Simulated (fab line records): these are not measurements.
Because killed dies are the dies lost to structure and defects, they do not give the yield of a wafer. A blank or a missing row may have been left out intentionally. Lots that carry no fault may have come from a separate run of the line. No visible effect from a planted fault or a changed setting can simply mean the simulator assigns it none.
Matching of chambers / flow n5-finfet / N5_DUMMY_GATE_ALD_02 on ald-sin-03: 4 sister chambers
The step deposits SiO2, target thk 2 nm, pulse time 1 s. 4 wafers are shown with their chamber, then 12 later ones without.

== WAFERS, EACH WITH ITS CHAMBER ==
wafer=L077.5; chamber=0; heater-power-w (W)=419
wafer=L082.1; chamber=3; heater-power-w (W)=407
wafer=L082.3; chamber=1; heater-power-w (W)=450
wafer=L082.4; chamber=2; heater-power-w (W)=451

== WAFERS MISSING THEIR CHAMBER ==
wafer=L084.1; heater-power-w (W)=432
wafer=L084.2; heater-power-w (W)=406
wafer=L084.3; heater-power-w (W)=460
wafer=L084.4; heater-power-w (W)=404
wafer=L084.5; heater-power-w (W)=444
wafer=L084.6; heater-power-w (W)=468
wafer=L088.1; heater-power-w (W)=411
wafer=L088.5; heater-power-w (W)=421
wafer=L088.6; heater-power-w (W)=426
wafer=L096.1; heater-power-w (W)=466
wafer=L096.2; heater-power-w (W)=428
wafer=L096.4; heater-power-w (W)=470

== WHICH CHAMBER EACH WENT THROUGH ==
wafer=L084.1; from the rows above=can't be placed: 0 or 1 or 2 or 3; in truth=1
wafer=L084.2; from the rows above=can't be placed: 3 or 0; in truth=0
wafer=L084.3; from the rows above=can't be placed: 2 or 1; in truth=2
wafer=L084.4; from the rows above=can't be placed: 3 or 0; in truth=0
wafer=L084.5; from the rows above=can't be placed: 1 or 2 or 0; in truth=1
wafer=L084.6; from the rows above=can't be placed: 2 or 1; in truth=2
wafer=L088.1; from the rows above=can't be placed: 3 or 0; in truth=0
wafer=L088.5; from the rows above=can't be placed: 0 or 3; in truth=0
wafer=L088.6; from the rows above=can't be placed: 0 or 3 or 1 or 2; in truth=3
wafer=L096.1; from the rows above=can't be placed: 2 or 1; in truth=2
wafer=L096.2; from the rows above=can't be placed: 0 or 3 or 1 or 2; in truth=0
wafer=L096.4; from the rows above=can't be placed: 2 or 1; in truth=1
Correct placement for 0 of the 12. Unplaceable from these rows: 12, with the true chamber sitting among the candidates in 12. 0 placed wrongly.
How it was worked out, from the rows above alone: a wafer's distance from a chamber is the root of the sum, over the readings, of the square of ((its reading less the chamber's mean) divided by the reading's scatter). The wafer belongs to the nearest chamber; if the next one is less than 2 further off, it can't be placed. A chamber's mean is the mean of its shown wafers. The scatter: root of mean squared gap, hidden wafer to nearest shown wafer, with one shown wafer a chamber.
